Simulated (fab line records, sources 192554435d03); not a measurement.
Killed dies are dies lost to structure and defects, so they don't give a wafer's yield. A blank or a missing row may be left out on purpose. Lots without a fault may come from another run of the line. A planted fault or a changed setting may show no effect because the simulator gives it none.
fab line records | flow n5_finfet | part 2 of 2: steps 5 to 6 of 6
record lots=23 wafers=69 last_day=17
route steps=1938 shown BEOL_M6@1209 BEOL_M7@1299
lots that met no fault: from a run of the same line without faults
start_h: hours from the record's first day to the start of the lot's first wafer shown | wait_h: hours since the lot's step before | " the same as in the row above | L1.1+2: a row that stands for several wafers | - no value, or no start given | * or withheld: withheld | < > ~ a bound
route shown NAME@n: a module of which the file shows steps, and the number in the route of the first | usual: mean/standard deviation of fault-free wafers | same: alike in all rows | chamber/n: place in a boat | sites: the reading at each site | _std_site: their standard deviation | _edge_site: outer sites' mean less inner sites' | radius_mm: how far each site lies from the wafer's centre | mask NAME#n: copy n | behind: the tool/chamber that last shaped the wafer | hold: why the lot was held/for how many hours/how that ended | device: the transistor (n, p or np) that didn't switch | end of line: the same wafers' tests at the end of the route | a step without rows: its recipe alone | killed: dies lost to structure and defects at the first sort, not the wafer's yield | map: a wafer's dies, x killed, . not, _ none there
set.NAME: the setting as run; set.NAME@STEP: as run at that earlier step | model.NAME: the simulator's own value behind a step, which no gauge read
steps of the route over a sample of lots; a table a step, a row a wafer
services: from which hour (start_h, from the record's first day; less than 0 if before it) a tool's chamber was out of use, for how many hours, and why
## steps
# step N5_BEOL_M7_TRENCH_ETCH_37
# recipe chemistry=C4F6/O2 target_depth_a=934.78 target=SiCOH_lowk time_s=31.2 ion_energy_ev=250 pressure_mtorr=30 source_w=345 bias_w=185 Ar_flow_sccm=300 C4F6_flow_sccm=10 O2_flow_sccm=10
# usual drypump_motor_current_A=5.7/0.58 mfc_ar_sccm=299.8/0.89 oes_product_au=0.80/0.092 rf_vpp_V=664/5.7 showerhead_plenum_p_Torr=2.85/0.11 throttle_valve_pct=20.86/0.17
# columns lot.wafer tool chamber start_h wait_h drypump_motor_current_A mfc_ar_sccm oes_product_au rf_hours_counter_h rf_vpp_V showerhead_plenum_p_Torr throttle_valve_pct
L074.2 rie_diel-01 1 - - 5.8 299.6 0.90 36 667 3.01 20.70
L074.5 " 1 " " 5.8 300.7 0.91 - 667 3.01 20.72
L074.6 " 0 " " 6.0 300.4 0.68 - 667 2.91 21.08
L077.1 rie_diel-03 0 - - 5.4 299.7 0.70 232 672 2.92 20.82
L077.3 " 3 " " 5.2 298.6 0.76 128 662 2.64 20.70
L077.5 " 0 " " 5.3 300.8 0.69 - 672 2.92 20.82
L076.2 rie_diel-05 2 - - 6.2 301.8 0.71 182 659 2.72 21.03
L076.4 " 0 " " 4.7 300.4 0.86 - 659 2.79 20.76
L076.6 " 2 " " 6.2 301.5 0.71 - 657 2.72 21.05
L079.1 rie_diel-03 2 - - 5.2 300.1 0.74 163 662 2.94 20.77
L079.4 " 1 " " 5.4 300.1 0.74 186 670 2.94 20.79
L079.6 " 1 " " 5.5 300.2 0.74 - 670 2.94 20.78
L080.1 rie_diel-05 0 - - 4.7 298.5 0.86 53 658 2.78 20.77
L080.3 " 1 " " 6.0 301.6 0.97 7 673 2.79 20.81
L080.6 " 0 " " 4.7 298.4 0.86 - 657 2.78 20.78
L078.1 rie_diel-03 1 - - 5.5 299.1 0.73 187 670 2.94 20.80
L078.3 " 2 " " 5.2 301.4 0.74 165 662 2.94 20.79
L078.6 " 2 " " 5.2 299.9 0.73 - 661 2.94 20.79
L081.1 rie_diel-01 3 - - 4.9 301.6 0.93 11 663 2.93 20.63
L081.4 " 1 " " 5.8 299.3 0.88 49 667 3.01 20.76
L081.6 " 3 " " 4.9 300.6 0.93 - 662 2.93 20.63
L082.1 rie_diel-03 0 - - 5.4 299.9 0.69 243 673 2.91 20.85
L082.4 " 3 " " 5.2 299.4 0.76 139 662 2.63 20.73
L082.6 " 1 " " 5.5 299.2 0.73 - 668 2.94 20.79
L083.1 rie_diel-05 2 - - 6.2 298.8 0.70 193 658 2.71 21.05
L083.2 " 1 " " 6.0 300.1 0.93 10 672 2.79 20.79
L083.4 " 0 " " 4.7 298.6 0.85 57 658 2.78 20.78
L084.3 rie_diel-05 2 - - 6.2 300.7 0.69 195 658 2.71 21.05
L084.5 " 0 " " 4.7 300.5 0.84 - 658 2.78 20.79
L084.6 " 3 " " 6.8 300.0 0.75 - 654 2.74 21.03
L085.2 rie_diel-03 1 - - 5.4 298.3 0.73 199 669 2.94 20.82
L085.4 " 1 " " 5.5 299.3 0.73 - 669 2.94 20.83
L085.6 " 0 " " 5.4 300.7 0.69 - 672 2.91 20.86
L086.1 rie_diel-05 1 - - 6.0 299.4 0.92 18 670 2.78 20.82
L086.2 " 3 " " 6.8 299.5 0.74 172 652 2.74 21.06
L086.4 " 0 " " 4.7 300.7 0.83 65 657 2.78 20.78
L087.2 rie_diel-01 1 - - 5.8 300.2 0.88 63 667 3.00 20.76
L087.5 " 0 " " 6.0 299.6 0.96 - 668 2.90 20.77
L087.6 " 1 " " 5.8 300.7 0.87 - 667 3.00 20.75
L088.2 rie_diel-01 1 - - 5.8 299.7 0.86 66 667 3.00 20.76
L088.3 " 3 " " 4.9 299.9 0.90 28 662 2.92 20.65
L088.5 " 0 " " 6.0 301.0 0.95 - 667 2.90 20.77
L090.1 rie_diel-03 3 - - 5.2 299.7 0.74 157 663 2.62 20.75
L090.3 " 2 " " 5.2 300.4 0.73 179 660 2.94 20.81
L090.6 " 3 " " 5.2 299.7 0.74 - 663 2.62 20.75
L089.2 rie_diel-01 3 - - 4.9 299.2 0.89 31 662 2.92 20.64
L089.3 " 2 " " 6.3 298.9 0.72 211 661 2.93 21.27
L089.6 " 3 " " 4.9 299.7 0.89 - 662 2.92 20.66
L091.4 rie_diel-05 1 - - 6.0 298.7 0.91 26 672 2.78 20.83
L091.5 " 1 " " 6.0 298.8 0.90 - 673 2.78 20.81
L091.6 " 2 " " 6.2 300.1 0.69 - 659 2.71 21.07
L092.1 rie_diel-05 0 - - 4.7 300.2 0.82 76 657 2.77 20.82
L092.4 " 3 " " 6.7 300.6 0.73 183 653 2.73 21.05
L092.6 " 1 " " 6.0 299.4 0.90 - 671 2.78 20.84
L093.1 rie_diel-03 1 - - 5.4 298.3 0.71 214 670 2.93 20.83
L093.4 " 2 " " 5.2 299.5 0.72 189 660 2.93 20.83
L093.5 " 1 " " 5.4 299.3 0.72 - 669 2.93 20.84
L094.2 rie_diel-03 2 - - 5.1 300.4 0.71 191 661 2.93 20.81
L094.3 " 3 " " 5.2 299.1 0.74 170 663 2.62 20.77
L094.4 " 1 " " 5.4 300.0 0.72 216 670 2.93 20.84
L095.1 rie_diel-01 0 - - 6.0 299.5 0.92 32 665 2.89 20.79
L095.3 " 1 " " 5.8 299.8 0.84 79 668 2.99 20.78
L095.4 " 3 " " 4.9 299.0 0.88 40 662 2.91 20.67
L096.2 rie_diel-01 3 - - 4.9 299.5 0.87 43 662 2.91 20.67
L096.3 " 1 " " 5.8 300.7 0.84 82 666 2.99 20.79
L096.6 " 0 " " 6.0 300.7 0.91 - 667 2.89 20.78
L097.1 rie_diel-05 1 - - 6.0 300.8 0.89 38 671 2.77 20.84
L097.4 " 0 " " 4.7 299.3 0.82 85 658 2.77 20.83
L097.5 " 1 " " 6.0 300.2 0.88 - 670 2.77 20.84
# step N5_BEOL_M7_STRIP_80
# recipe chemistry=N2/H2 time_s=10 power_w=450 temp_c=40 pressure_mtorr=20 rf_frequency_hz=6e+07 bias_power_w=7 n2_flow_sccm=200 h2_flow_sccm=200
# usual drypump_motor_current_A=5.7/0.58 oes_product_au=0.80/0.092 rf_vpp_V=59.2/0.84 showerhead_plenum_p_Torr=2.55/0.1 throttle_valve_pct=23.59/0.29
# columns lot.wafer tool chamber start_h wait_h drypump_motor_current_A oes_product_au rf_hours_counter_h rf_vpp_V showerhead_plenum_p_Torr throttle_valve_pct
L074.2 rie_diel-01 1 - - 5.8 0.90 36 59.3 2.70 23.26
L074.5 " 1 " " 5.8 0.90 - 58.1 2.69 23.26
L074.6 " 0 " " 6.0 0.67 - 59.9 2.61 23.78
L077.1 rie_diel-03 0 - - 5.4 0.70 232 59.4 2.60 23.76
L077.3 " 3 " " 5.2 0.76 128 56.9 2.35 23.42
L077.5 " 0 " " 5.4 0.70 - 59.5 2.60 23.76
L076.2 rie_diel-05 2 - - 6.2 0.70 182 58.8 2.42 23.59
L076.4 " 0 " " 4.7 0.86 - 58.7 2.47 23.29
L076.6 " 2 " " 6.2 0.72 - 60.2 2.42 23.61
L079.1 rie_diel-03 2 - - 5.2 0.74 163 59.4 2.64 23.36
L079.4 " 1 " " 5.5 0.74 186 59.6 2.63 23.48
L079.6 " 1 " " 5.4 0.74 - 59.9 2.63 23.46
L080.1 rie_diel-05 0 - - 4.7 0.86 53 60.0 2.47 23.33
L080.3 " 1 " " 6.0 0.95 7 59.8 2.50 24.04
L080.6 " 0 " " 4.7 0.85 - 59.8 2.47 23.31
L078.1 rie_diel-03 1 - - 5.4 0.74 187 58.8 2.63 23.48
L078.3 " 2 " " 5.2 0.74 165 59.4 2.64 23.36
L078.6 " 2 " " 5.2 0.73 - 59.2 2.64 23.34
L081.1 rie_diel-01 3 - - 4.9 0.94 11 59.8 2.60 23.25
L081.4 " 1 " " 5.8 0.88 49 59.5 2.69 23.30
L081.6 " 3 " " 4.9 0.94 - 60.0 2.60 23.23
L082.1 rie_diel-03 0 - - 5.4 0.69 243 59.3 2.60 23.78
L082.4 " 3 " " 5.2 0.76 139 57.7 2.34 23.43
L082.6 " 1 " " 5.5 0.73 - 59.4 2.62 23.49
L083.1 rie_diel-05 2 - - 6.2 0.70 193 60.0 2.42 23.62
L083.2 " 1 " " 6.0 0.94 10 60.0 2.50 24.05
L083.4 " 0 " " 4.7 0.85 57 59.9 2.47 23.30
L084.3 rie_diel-05 2 - - 6.2 0.70 195 58.3 2.41 23.62
L084.5 " 0 " " 4.7 0.84 - 59.6 2.47 23.33
L084.6 " 3 " " 6.8 0.75 - 59.4 2.43 23.60
L085.2 rie_diel-03 1 - - 5.4 0.72 199 58.4 2.62 23.49
L085.4 " 1 " " 5.4 0.71 - 59.6 2.62 23.51
L085.6 " 0 " " 5.4 0.68 - 59.2 2.59 23.77
L086.1 rie_diel-05 1 - - 6.0 0.93 18 60.0 2.50 24.05
L086.2 " 3 " " 6.8 0.74 172 58.8 2.43 23.59
L086.4 " 0 " " 4.7 0.83 65 58.3 2.46 23.33
L087.2 rie_diel-01 1 - - 5.8 0.85 63 58.7 2.68 23.30
L087.5 " 0 " " 6.0 0.95 - 60.6 2.60 23.56
L087.6 " 1 " " 5.8 0.86 - 59.6 2.68 23.29
L088.2 rie_diel-01 1 - - 5.8 0.86 66 60.1 2.68 23.31
L088.3 " 3 " " 4.9 0.90 28 59.3 2.60 23.25
L088.5 " 0 " " 6.0 0.94 - 58.9 2.60 23.56
L090.1 rie_diel-03 3 - - 5.2 0.73 157 59.4 2.34 23.45
L090.3 " 2 " " 5.2 0.72 179 59.8 2.63 23.37
L090.6 " 3 " " 5.2 0.74 - 59.2 2.34 23.47
L089.2 rie_diel-01 3 - - 4.9 0.89 31 58.4 2.59 23.25
L089.3 " 2 " " 6.4 0.72 211 60.3 2.62 24.25
L089.6 " 3 " " 4.9 0.88 - 59.1 2.59 23.26
L091.4 rie_diel-05 1 - - 6.0 0.91 26 58.5 2.50 24.07
L091.5 " 1 " " 6.0 0.91 - 59.5 2.50 24.08
L091.6 " 2 " " 6.2 0.69 - 57.8 2.41 23.62
L092.1 rie_diel-05 0 - - 4.7 0.82 76 59.5 2.46 23.35
L092.4 " 3 " " 6.8 0.74 183 58.3 2.43 23.62
L092.6 " 1 " " 6.0 0.90 - 59.5 2.49 24.07
L093.1 rie_diel-03 1 - - 5.4 0.72 214 58.5 2.61 23.51
L093.4 " 2 " " 5.2 0.72 189 60.0 2.63 23.38
L093.5 " 1 " " 5.5 0.72 - 58.6 2.61 23.51
L094.2 rie_diel-03 2 - - 5.2 0.72 191 61.0 2.63 23.39
L094.3 " 3 " " 5.2 0.72 170 59.5 2.33 23.48
L094.4 " 1 " " 5.5 0.71 216 58.7 2.61 23.51
L095.1 rie_diel-01 0 - - 6.0 0.91 32 59.4 2.59 23.57
L095.3 " 1 " " 5.8 0.84 79 60.1 2.68 23.34
L095.4 " 3 " " 4.9 0.88 40 59.4 2.59 23.27
L096.2 rie_diel-01 3 - - 4.9 0.87 43 58.7 2.59 23.27
L096.3 " 1 " " 5.8 0.84 82 58.5 2.67 23.33
L096.6 " 0 " " 6.0 0.91 - 59.2 2.59 23.58
L097.1 rie_diel-05 1 - - 6.0 0.88 38 58.9 2.49 24.08
L097.4 " 0 " " 4.7 0.81 85 59.1 2.46 23.36
L097.5 " 1 " " 6.0 0.89 - 58.0 2.49 24.08
## services
# columns tool chamber start_h hours kind
rie_diel-01 0 171.33 5.5 repair
rie_diel-01 3 177.07 - clean
rie_diel-01 3 177.07 - consumable_replace:focus_ring
rie_diel-01 3 177.07 20.5 scheduled_down
rie_diel-01 3 177.07 20.5 vent_cycle
rie_diel-05 1 180.70 - clean
rie_diel-05 1 180.70 - consumable_replace:focus_ring
rie_diel-01 0 197.61 - clean
rie_diel-01 0 197.61 - consumable_replace:focus_ring
rie_diel-01 0 197.61 26.5 scheduled_down
rie_diel-01 0 197.61 26.5 vent_cycle
rie_diel-01 - 202.49 2.8 pm
rie_diel-01 2 247.19 13.3 repair
rie_diel-03 2 251.67 11.3 repair
rie_diel-03 0 263.00 - clean
rie_diel-03 0 263.00 - consumable_replace:focus_ring
rie_diel-03 0 263.00 18.7 scheduled_down
rie_diel-03 0 263.00 18.7 vent_cycle
rie_diel-01 2 276.08 10.4 repair
rie_diel-03 1 291.76 7.9 repair
